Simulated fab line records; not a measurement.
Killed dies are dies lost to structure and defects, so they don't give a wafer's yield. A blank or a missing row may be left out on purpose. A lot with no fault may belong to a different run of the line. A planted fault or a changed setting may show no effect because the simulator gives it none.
fab line records + flow nand-harc
record:
- lots: 12
- wafers: 36
- last-day: 24
route steps=1159 shown P_START@1 P_ZERO_WELL@18 P_GATE@155
lots with no fault: from the same line, run without faults
start-h: start of the lot's first displayed wafer, in hours after the record's first day + wait-h: hours since the lot's step before + " the same as in the row above + L1.1+2: a single row standing in for several wafers + - no value, or no start was given + * or withheld: withheld + < > ~ a bound
route shown NAME@n: a module of which the file shows steps, and the number in the route of the first + usual: average and standard deviation across the fault-free wafers + same: alike in all rows + chamber/n: place in a boat + sites: per-site readings + _std_site: standard deviation of those values + _edge_site: outer sites' mean less inner sites' + radius-mm: for every site, how far away it sits from the centre of the wafer + mask NAME#n: copy n + behind: the last tool/chamber to shape the wafer + hold: the reason the lot was held/the length of the hold in hours/how it ended + device: whichever transistor did not switch (one of n, p or np) + end of line: the tests these same wafers got at the end of their route + for a step that has no rows: nothing shown but its recipe + killed: the dies lost at the first sort to structure and to defects; this is not the yield of the wafer + map: shows each die of a wafer: x if killed, . if not, _ if none is there
set.NAME: the setting the step ran with; set.NAME@STEP: the setting that earlier step ran with + model.NAME: the simulator's own value behind a step, which no gauge read
a sample of lots followed through the steps of the route, with each step as a table and each wafer as a row
services: a tool's chamber out of use, with start hour (start-h, from the record's first day; less than 0 if before it), hours out, and reason
== steps ==
step: NHARC_P_START_INSPECT_01
usual:
- raw-defect-count: 3.5/1.8
| lot.wafer | tool              | chamber | start-h | wait-h | raw-defect-count |
|-----------|-------------------|---------|---------|--------|------------------|
| L458.1    | defect-inspect-01 | -       | 12.04   | -      | 4                |
| L458.2    | "                 | -       | "       | "      | 2                |
| L458.5    | "                 | -       | "       | "      | 0                |
| L461.3    | defect-inspect-02 | -       | 30.04   | -      | 3                |
| L461.4    | "                 | -       | "       | "      | 5                |
| L461.6    | "                 | -       | "       | "      | 1                |
| L462.2    | defect-inspect-01 | -       | 36.04   | -      | 1                |
| L462.3    | "                 | -       | "       | "      | 7                |
| L462.5    | "                 | -       | "       | "      | 3                |
| L463.2    | defect-inspect-02 | -       | 42.05   | -      | 4                |
| L463.3    | "                 | -       | "       | "      | 4                |
| L463.6    | "                 | -       | "       | "      | 5                |
| L467.1    | defect-inspect-01 | -       | 66.04   | -      | 2                |
| L467.3    | "                 | -       | "       | "      | 2                |
| L467.5    | "                 | -       | "       | "      | 5                |
| L469.1    | defect-inspect-02 | -       | 78.03   | -      | 2                |
| L469.4    | "                 | -       | "       | "      | 4                |
| L469.5    | "                 | -       | "       | "      | 2                |
| L470.1    | defect-inspect-01 | -       | 84.04   | -      | 1                |
| L470.4    | "                 | -       | "       | "      | 0                |
| L470.6    | "                 | -       | "       | "      | 7                |
| L471.2    | defect-inspect-02 | -       | 90.04   | -      | 1                |
| L471.4    | "                 | -       | "       | "      | 4                |
| L471.5    | "                 | -       | "       | "      | 2                |
| L472.2    | defect-inspect-02 | -       | 96.04   | -      | 4                |
| L472.3    | "                 | -       | "       | "      | 2                |
| L472.6    | "                 | -       | "       | "      | 6                |
| L474.1    | defect-inspect-02 | -       | 108.04  | -      | 2                |
| L474.3    | "                 | -       | "       | "      | 5                |
| L474.6    | "                 | -       | "       | "      | 4                |
| L478.1    | defect-inspect-02 | -       | 132.04  | -      | 3                |
| L478.4    | "                 | -       | "       | "      | 2                |
| L478.6    | "                 | -       | "       | "      | 3                |
| L479.1    | defect-inspect-02 | -       | 138.04  | -      | 5                |
| L479.3    | "                 | -       | "       | "      | 3                |
| L479.6    | "                 | -       | "       | "      | 3                |
step: NHARC_P_ZERO_WELL_ETCH_62
recipe:
- target-depth-a: 130
- time-s: 6.5
- chf3-flow-sccm: 50
- ar-flow-sccm: 200
- rf-w: 500
- bias-w: 200
- chemistry: CHF3/Ar
usual:
- bias-w: 200.0/0.68
- drypump-motor-current-A: 5.9/0.47
- oes-product-au: 0.964/0.018
- rf-vpp-V: 371.2/2.4
- showerhead-plenum-p-Torr: 2.38/0.11
- throttle-valve-pct: 20.217/0.009
| lot.wafer | tool        | chamber | start-h | wait-h | bias-w | drypump-motor-current-A | oes-product-au | rf-hours-counter-h | rf-vpp-V | showerhead-plenum-p-Torr | throttle-valve-pct |
|-----------|-------------|---------|---------|--------|--------|-------------------------|----------------|--------------------|----------|--------------------------|--------------------|
| L458.2    | rie-diel-13 | 0       | -       | -      | 200.9  | 5.4                     | 0.971          | 5.9                | 371.7    | 2.40                     | 20.205             |
| L458.1    | "           | 2       | "       | "      | 200.7  | 5.5                     | 0.938          | 5.9                | 372.9    | 2.51                     | 20.229             |
| L458.5    | "           | 1       | "       | "      | 200.3  | 6.3                     | 0.994          | -                  | 373.5    | 2.51                     | 20.218             |
| L461.4    | rie-diel-10 | 1       | -       | -      | 200.5  | 5.2                     | 0.968          | 1.4                | 371.0    | 2.42                     | 20.217             |
| L461.3    | "           | 2       | "       | "      | 199.3  | 5.9                     | 0.962          | 1.6                | 375.1    | 2.51                     | 20.218             |
| L461.6    | "           | 3       | "       | "      | 199.4  | 6.6                     | 0.977          | -                  | 371.2    | 2.31                     | 20.215             |
| L462.3    | rie-diel-10 | 1       | -       | -      | 200.5  | 5.2                     | 0.959          | 1.6                | 373.2    | 2.42                     | 20.208             |
| L462.2    | "           | 3       | "       | "      | 199.4  | 6.6                     | 0.966          | 2.2                | 369.4    | 2.30                     | 20.218             |
| L462.5    | "           | 2       | "       | "      | 199.9  | 5.9                     | 0.971          | -                  | 373.8    | 2.51                     | 20.209             |
| L463.2    | rie-diel-10 | 1       | -       | -      | 199.4  | 5.3                     | 0.968          | 2.0                | 370.8    | 2.42                     | 20.238             |
| L463.3    | "           | 2       | "       | "      | 199.9  | 5.9                     | 0.984          | 2.2                | 375.2    | 2.51                     | 20.203             |
| L463.6    | "           | 0       | "       | "      | 200.2  | 6.0                     | 0.943          | -                  | 369.0    | 2.24                     | 20.230             |
| L467.3    | rie-diel-10 | 3       | -       | -      | 200.7  | 6.6                     | 0.964          | 4.0                | 369.4    | 2.30                     | 20.203             |
| L467.1    | "           | 0       | "       | "      | 199.9  | 6.0                     | 0.961          | 3.9                | 368.5    | 2.23                     | 20.207             |
| L467.5    | "           | 3       | "       | "      | 200.9  | 6.6                     | 0.966          | -                  | 370.0    | 2.30                     | 20.216             |
| L469.4    | rie-diel-07 | 0       | -       | -      | 200.4  | 6.2                     | 0.988          | 1.7                | 368.5    | 2.21                     | 20.214             |
| L469.1    | "           | 1       | "       | "      | 199.1  | 6.7                     | 0.940          | 1.5                | 371.2    | 2.33                     | 20.227             |
| L469.5    | "           | 3       | "       | "      | 200.6  | 6.2                     | 0.972          | -                  | 370.1    | 2.36                     | 20.220             |
| L470.1    | rie-diel-10 | 0       | -       | -      | 200.0  | 6.0                     | 0.944          | 5.6                | 366.8    | 2.23                     | 20.206             |
| L470.4    | "           | 2       | "       | "      | 200.4  | 5.9                     | 0.954          | -                  | 372.9    | 2.51                     | 20.226             |
| L470.6    | "           | 0       | "       | "      | 200.0  | 6.0                     | 0.942          | -                  | 369.0    | 2.23                     | 20.212             |
| L471.4    | rie-diel-07 | 0       | -       | -      | 200.6  | 6.2                     | 0.969          | 2.1                | 367.9    | 2.21                     | 20.214             |
| L471.2    | "           | 3       | "       | "      | 199.4  | 6.2                     | 0.960          | 2.4                | 370.3    | 2.36                     | 20.213             |
| L471.5    | "           | 1       | "       | "      | 201.1  | 6.7                     | 0.945          | -                  | 369.7    | 2.33                     | 20.217             |
| L472.3    | rie-diel-10 | 2       | -       | -      | 198.6  | 5.9                     | 0.979          | 6.5                | 375.1    | 2.50                     | 20.215             |
| L472.2    | "           | 0       | "       | "      | 199.8  | 6.0                     | 0.972          | 7.1                | 366.8    | 2.23                     | 20.214             |
| L472.6    | "           | 3       | "       | "      | 200.7  | 6.6                     | 0.970          | -                  | 369.5    | 2.30                     | 20.222             |
| L474.1    | rie-diel-13 | 2       | -       | -      | 199.6  | 5.4                     | 0.950          | 0.0                | 373.4    | 2.51                     | 20.209             |
| L474.3    | "           | 0       | "       | "      | 200.4  | 5.4                     | 0.954          | 0.0                | 371.9    | 2.40                     | 20.215             |
| L474.6    | "           | 3       | "       | "      | 200.2  | 6.2                     | 0.940          | -                  | 367.3    | 2.22                     | 20.217             |
| L478.4    | rie-diel-13 | 3       | -       | -      | 199.6  | 6.1                     | 0.920          | 1.0                | 367.8    | 2.22                     | 20.212             |
| L478.1    | "           | 0       | "       | "      | 200.8  | 5.4                     | 0.909          | 1.0                | 372.3    | 2.40                     | 20.224             |
| L478.6    | "           | 2       | "       | "      | 200.9  | 5.4                     | 0.909          | -                  | 373.7    | 2.50                     | 20.206             |
| L479.3    | rie-diel-10 | 3       | -       | -      | 198.9  | 6.6                     | 0.963          | 11.0               | 370.4    | 2.30                     | 20.213             |
| L479.1    | "           | 0       | "       | "      | 199.9  | 6.0                     | 0.973          | 10.5               | 368.7    | 2.23                     | 20.222             |
| L479.6    | "           | 0       | "       | "      | 199.7  | 6.0                     | 0.975          | -                  | 366.6    | 2.23                     | 20.217             |
step: NHARC_P_GATE_ALD_36
recipe:
- target-thk-a: 200
- pulse-time-s: 60
- ald-cycles: 223
- temp-c: 400
- material: SiNx
usual:
- ald-cycles: 223/0
- heater-power-w: 779/63
- precursor-pulse-height-rel: 1.001/0.02
| lot.wafer | tool       | chamber | start-h | wait-h | ald-cycles | heater-power-w | precursor-pulse-height-rel | since-wet-clean-h |
|-----------|------------|---------|---------|--------|------------|----------------|----------------------------|-------------------|
| L458.2    | ald-sin-04 | 1       | 91.65   | -      | 223        | 772            | 0.985                      | 75                |
| L458.1    | "          | 2       | 92.71   | -      | 223        | 821            | 1.022                      | 76                |
| L458.5    | "          | 3       | 93.77   | -      | 223        | 748            | 0.998                      | -                 |
| L461.3    | ald-sin-02 | 0       | 106.21  | -      | 223        | 672            | 1.028                      | 42                |
| L461.4    | "          | 2       | 108.31  | -      | 223        | 831            | 0.980                      | 45                |
| L461.6    | "          | 0       | 110.42  | -      | 223        | 685            | 1.027                      | -                 |
| L462.3    | ald-sin-01 | 3       | 112.25  | -      | 223        | 861            | 1.001                      | 132               |
| L462.2    | "          | 2       | 115.44  | -      | 223        | 698            | 1.023                      | 135               |
| L462.5    | "          | 0       | 117.57  | -      | 223        | 722            | 0.965                      | -                 |
| L463.3    | ald-sin-02 | 2       | 122.51  | -      | 223        | 865            | 1.025                      | 59                |
| L463.2    | "          | 3       | 123.57  | -      | 223        | 902            | 1.024                      | 60                |
| L463.6    | "          | 3       | 127.79  | -      | 223        | 903            | 1.007                      | -                 |
| L467.1    | ald-sin-02 | 1       | 141.81  | -      | 223        | 781            | 1.028                      | 78                |
| L467.3    | "          | 2       | 142.87  | -      | 223        | 878            | 1.039                      | 79                |
| L467.5    | "          | 1       | 146.05  | -      | 223        | 801            | 1.048                      | -                 |
| L469.1    | ald-sin-02 | 2       | 159.22  | -      | 223        | 875            | 1.007                      | 95                |
| L469.4    | "          | 3       | 160.25  | -      | 248        | 924            | 1.025                      | 96                |
| L469.5    | "          | 1       | 162.31  | -      | 223        | 794            | 1.009                      | -                 |
| L471.2    | ald-sin-01 | 3       | 170.46  | -      | 223        | 779            | 1.039                      | 12                |
| L471.4    | "          | 0       | 171.52  | -      | 223        | 705            | 1.001                      | 13                |
| L471.5    | "          | 2       | 173.64  | -      | 223        | 720            | 1.000                      | -                 |
| L472.3    | ald-sin-04 | 1       | 171.37  | -      | 223        | 770            | 1.001                      | 154               |
| L472.2    | "          | 3       | 172.78  | -      | 223        | 769            | 1.005                      | 156               |
| L472.6    | "          | 1       | 175.60  | -      | 223        | 779            | 1.010                      | -                 |
| L470.4    | ald-sin-02 | 1       | 172.14  | -      | 223        | 790            | 0.992                      | 108               |
| L470.1    | "          | 2       | 173.22  | -      | 223        | 878            | 0.990                      | 109               |
| L470.6    | "          | 3       | 174.31  | -      | 248        | 882            | 1.011                      | -                 |
| L474.3    | ald-sin-02 | 2       | 185.12  | -      | 223        | 846            | 1.020                      | 121               |
| L474.1    | "          | 3       | 186.16  | -      | 248        | 910            | 0.994                      | 122               |
| L474.6    | "          | 1       | 188.24  | -      | 223        | 801            | 1.025                      | -                 |
| L478.1    | ald-sin-04 | 3       | 213.71  | -      | 223        | 797            | 0.957                      | 19                |
| L478.4    | "          | 0       | 214.77  | -      | 223        | 742            | 0.983                      | 20                |
| L478.6    | "          | 0       | 219.03  | -      | 223        | 770            | 0.995                      | -                 |
| L479.1    | ald-sin-01 | 3       | 215.20  | -      | 223        | 786            | 1.013                      | 56                |
| L479.3    | "          | 0       | 216.25  | -      | 223        | 708            | 1.025                      | 58                |
| L479.6    | "          | 1       | 217.30  | -      | 223        | 789            | 1.001                      | -                 |
step: NHARC_P_GATE_ETCHBACK_37
recipe:
- target-depth-a: 345
- time-s: 17.2
- chf3-flow-sccm: 50
- o2-flow-sccm: 10
- ar-flow-sccm: 200
- rf-w: 500
- bias-w: 200
- chemistry: CHF3/O2
usual:
- bias-w: 199.9/0.61
- drypump-motor-current-A: 5.9/0.39
- oes-product-au: 0.94/0.035
- rf-vpp-V: 370.7/2.9
- showerhead-plenum-p-Torr: 2.40/0.12
- throttle-valve-pct: 20.572/0.0094
| lot.wafer | tool        | chamber | start-h | wait-h | bias-w | drypump-motor-current-A | oes-product-au | rf-hours-counter-h | rf-vpp-V | showerhead-plenum-p-Torr | throttle-valve-pct |
|-----------|-------------|---------|---------|--------|--------|-------------------------|----------------|--------------------|----------|--------------------------|--------------------|
| L458.2    | rie-diel-12 | 3       | -       | -      | 200.5  | 5.5                     | 0.91           | 24                 | 372.8    | 2.51                     | 20.575             |
| L458.1    | "           | 0       | "       | "      | 199.6  | 6.1                     | 0.94           | 24                 | 372.3    | 2.52                     | 20.575             |
| L458.5    | "           | 2       | "       | "      | 199.3  | 5.4                     | 0.92           | -                  | 370.0    | 2.30                     | 20.588             |
| L461.4    | rie-diel-03 | 1       | -       | -      | 199.5  | 6.1                     | 0.92           | 13                 | 366.9    | 2.27                     | 20.580             |
| L461.3    | "           | 2       | "       | "      | 201.1  | 5.6                     | 0.91           | 11                 | 372.7    | 2.54                     | 20.568             |
| L461.6    | "           | 1       | "       | "      | 199.6  | 6.1                     | 0.92           | -                  | 367.4    | 2.27                     | 20.574             |
| L462.2    | rie-diel-03 | 2       | -       | -      | 200.0  | 5.6                     | 0.92           | 12                 | 374.1    | 2.54                     | 20.588             |
| L462.3    | "           | 0       | "       | "      | 200.5  | 5.9                     | 0.93           | 14                 | 370.6    | 2.40                     | 20.571             |
| L462.5    | "           | 1       | "       | "      | 201.0  | 6.0                     | 0.92           | -                  | 368.3    | 2.27                     | 20.576             |
| L463.3    | rie-diel-11 | 0       | -       | -      | 200.0  | 5.7                     | 0.91           | 38                 | 368.9    | 2.31                     | 20.585             |
| L463.2    | "           | 1       | "       | "      | 201.3  | 5.6                     | 0.92           | 28                 | 372.7    | 2.59                     | 20.587             |
| L463.6    | "           | 0       | "       | "      | 199.9  | 5.8                     | 0.91           | -                  | 369.2    | 2.31                     | 20.585             |
| L467.3    | rie-diel-12 | 1       | -       | -      | 199.4  | 6.0                     | 0.94           | 46                 | 368.5    | 2.24                     | 20.574             |
| L467.1    | "           | 2       | "       | "      | 200.3  | 5.4                     | 0.93           | 45                 | 368.1    | 2.30                     | 20.575             |
| L467.5    | "           | 0       | "       | "      | 199.8  | 6.1                     | 0.93           | -                  | 371.8    | 2.51                     | 20.567             |
| L469.1    | rie-diel-03 | 3       | -       | -      | 200.0  | 6.7                     | 0.97           | 24                 | 369.2    | 2.35                     | 20.582             |
| L469.4    | "           | 1       | "       | "      | 199.4  | 6.0                     | 0.98           | 25                 | 368.0    | 2.26                     | 20.565             |
| L469.5    | "           | 2       | "       | "      | 200.0  | 5.6                     | 0.98           | -                  | 374.5    | 2.54                     | 20.566             |
| L471.2    | rie-diel-03 | 2       | -       | -      | 199.9  | 5.5                     | 0.91           | 25                 | 374.1    | 2.54                     | 20.577             |
| L471.4    | "           | 0       | "       | "      | 199.9  | 5.9                     | 0.93           | 28                 | 370.3    | 2.39                     | 20.578             |
| L471.5    | "           | 3       | "       | "      | 200.0  | 6.7                     | 0.91           | -                  | 370.7    | 2.35                     | 20.563             |
| L470.4    | rie-diel-12 | 1       | -       | -      | 199.7  | 5.9                     | 1.02           | 56                 | 366.7    | 2.24                     | 20.584             |
| L470.1    | "           | 2       | "       | "      | 199.7  | 5.3                     | 0.99           | 56                 | 368.8    | 2.29                     | 20.577             |
| L470.6    | "           | 2       | "       | "      | 199.7  | 5.3                     | 0.99           | -                  | 367.7    | 2.29                     | 20.564             |
| L472.3    | rie-diel-03 | 0       | -       | -      | 199.6  | 5.9                     | 0.92           | 29                 | 369.1    | 2.39                     | 20.571             |
| L472.2    | "           | 2       | "       | "      | 199.9  | 5.5                     | 0.90           | 26                 | 375.3    | 2.54                     | 20.579             |
| L472.6    | "           | 0       | "       | "      | 199.3  | 5.9                     | 0.92           | -                  | 371.4    | 2.39                     | 20.561             |
| L474.3    | rie-diel-03 | 2       | -       | -      | 201.3  | 5.6                     | 1.00           | 29                 | 372.7    | 2.53                     | 20.580             |
| L474.1    | "           | 3       | "       | "      | 199.7  | 6.7                     | 0.97           | 31                 | 368.4    | 2.34                     | 20.574             |
| L474.6    | "           | 2       | "       | "      | 201.0  | 5.6                     | 0.99           | -                  | 374.2    | 2.53                     | 20.566             |
| L479.3    | rie-diel-12 | 2       | -       | -      | 199.4  | 5.4                     | 0.91           | 5                  | 368.8    | 2.29                     | 20.575             |
| L479.1    | "           | 3       | "       | "      | 199.5  | 5.5                     | 0.93           | 6                  | 372.3    | 2.49                     | 20.579             |
| L479.6    | "           | 3       | "       | "      | 198.4  | 5.5                     | 0.94           | -                  | 373.6    | 2.49                     | 20.570             |
| L478.1    | rie-diel-11 | 3       | -       | -      | 199.6  | 6.6                     | 0.94           | 12                 | 367.8    | 2.27                     | 20.583             |
| L478.4    | "           | 0       | "       | "      | 198.8  | 5.8                     | 0.92           | 12                 | 368.8    | 2.30                     | 20.558             |
| L478.6    | "           | 1       | "       | "      | 199.9  | 5.7                     | 0.94           | -                  | 375.4    | 2.57                     | 20.574             |
== services ==
| tool        | chamber | start-h | hours | kind   |
|-------------|---------|---------|-------|--------|
| rie-diel-10 | -       | -0.50   | 9.0   | pm     |
| ald-sin-04  | -       | 9.24    | 10.0  | pm     |
| ald-sin-01  | -       | 18.85   | 1.8   | repair |
| rie-diel-12 | -       | 25.40   | 9.0   | pm     |
| rie-diel-13 | 3       | 27.81   | 4.5   | repair |
| rie-diel-03 | -       | 38.30   | 9.0   | pm     |
| ald-sin-02  | 0       | 44.35   | 5.9   | repair |
| ald-sin-02  | -       | 55.86   | 10.0  | pm     |
| rie-diel-03 | 2       | 61.29   | 9.3   | repair |
| rie-diel-10 | 3       | 79.55   | 9.1   | repair |
| ald-sin-01  | 3       | 87.12   | 6.3   | repair |
| rie-diel-13 | -       | 99.00   | 9.0   | pm     |
| rie-diel-10 | 0       | 104.16  | 1.7   | repair |
| ald-sin-04  | 3       | 119.35  | 5.6   | repair |
| ald-sin-04  | 0       | 135.17  | 11.4  | repair |
| ald-sin-04  | 1       | 139.08  | 3.2   | repair |
| rie-diel-10 | 1       | 139.59  | 3.5   | repair |
| rie-diel-03 | 3       | 148.73  | 7.9   | repair |
| rie-diel-13 | -       | 158.91  | 3.6   | repair |
| rie-diel-10 | 1       | 160.92  | 7.2   | repair |
| ald-sin-04  | 2       | 167.51  | 3.1   | repair |
| rie-diel-10 | -       | 176.50  | 9.0   | pm     |
| rie-diel-12 | -       | 202.53  | 9.0   | pm     |
| rie-diel-03 | -       | 215.30  | 9.0   | pm     |
== key ==
first-sign:
- step: NHARC_P_GATE_ALD_36
- reading: ald-cycles
- direction: up
- sigmas: 99+
- usual: 223
- struck: 248
effect none on later readings
met-at NHARC_P_GATE_ALD_36
struck-lots L469,L470,L474
struck-wafers L469.4,L470.6,L474.1
tester-left-out L469,L470,L474
not-acting-at NHARC_P_START_INSPECT_01,NHARC_P_ZERO_WELL_ETCH_62,NHARC_P_GATE_ETCHBACK_37
fault:
- kind: process-parameter-drift
- tool: ald-sin-02
- chamber: 3
- onset-h: 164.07
- steps: NHARC_P_GATE_ALD_36
- channel: ald-cycles
- offset: 25
- shape: step
- end-h: 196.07
- stated: 223
tester-left-out: of these lots the tester's yield and bins aren't shown, on N5 and GAA mostly nor the transistor test; their killed dies are dies lost to structure and defects alone, not to doping, threshold or leakage, so they don't give the yield
